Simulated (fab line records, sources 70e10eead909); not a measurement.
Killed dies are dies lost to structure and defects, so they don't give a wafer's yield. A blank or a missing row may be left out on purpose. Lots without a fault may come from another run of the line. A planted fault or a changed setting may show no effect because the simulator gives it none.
Which tool did it? | flow nand_harc | 6 lots, 18 wafers sampled, at 2 steps of a route of 1302

WHAT THE GAUGES READ, wafer by wafer
NHARC_P_ZERO_WELL_CD_MEAS_24: target cd 720 nm.
lot  | measured     | on        | cd_nm (nm)
L430 | day 1 18:37  | cd_sem-01 | 718.6 720.9 719.2
L434 | day 3 11:04  | cd_sem-03 | 721.2 719.0 720.1
L436 | day 4 06:28  | cd_sem-02 | 719.5 720.4 720.8
L441 | day 6 08:53  | cd_sem-01 | 721.3 719.9 720.5
L448 | day 9 06:20  | cd_sem-01 | 720.2 719.3 720.2
L451 | day 10 12:26 | cd_sem-01 | 720.4 718.3 719.2

WHICH TOOL RAN EACH LOT (tool, then ch and the chambers of the sampled wafers, then the start)
lot  | NHARC_P_ZERO_WELL_EXPOSE_21
L430 | krf_scanner-04 ch 0, day 1 18:28
L434 | krf_scanner-03 ch 0, day 3 10:55
L436 | krf_scanner-04 ch 0, day 4 06:19
L441 | krf_scanner-03 ch 0, day 6 08:44
L448 | krf_scanner-02 ch 0, day 9 06:10
L451 | krf_scanner-04 ch 0, day 10 12:17
- NHARC_P_ZERO_WELL_EXPOSE_21: exposes mask P NWELL, target cd 720 nm.

THE ANSWER, worked out from the rows above alone
Rule: what is usual is taken from the lots themselves. Put in order of their means at a reading, lots are off if they are a third of the lots or fewer, leave a main group of 4 or more, and stand apart from it by a gap of 3 or more times the standard deviation of the main group's means; of several such gaps the widest counts. A main group whose means are all the same, to the digits that the tables above print for the reading, isn't used. A lot without any number at a reading at which 4 lots or more have one is off too. The other lots that the step has rows for count as sound.
No lot is off at any reading shown: from this, nothing can be told.

WHAT THE SIMULATOR HAD PUT IN
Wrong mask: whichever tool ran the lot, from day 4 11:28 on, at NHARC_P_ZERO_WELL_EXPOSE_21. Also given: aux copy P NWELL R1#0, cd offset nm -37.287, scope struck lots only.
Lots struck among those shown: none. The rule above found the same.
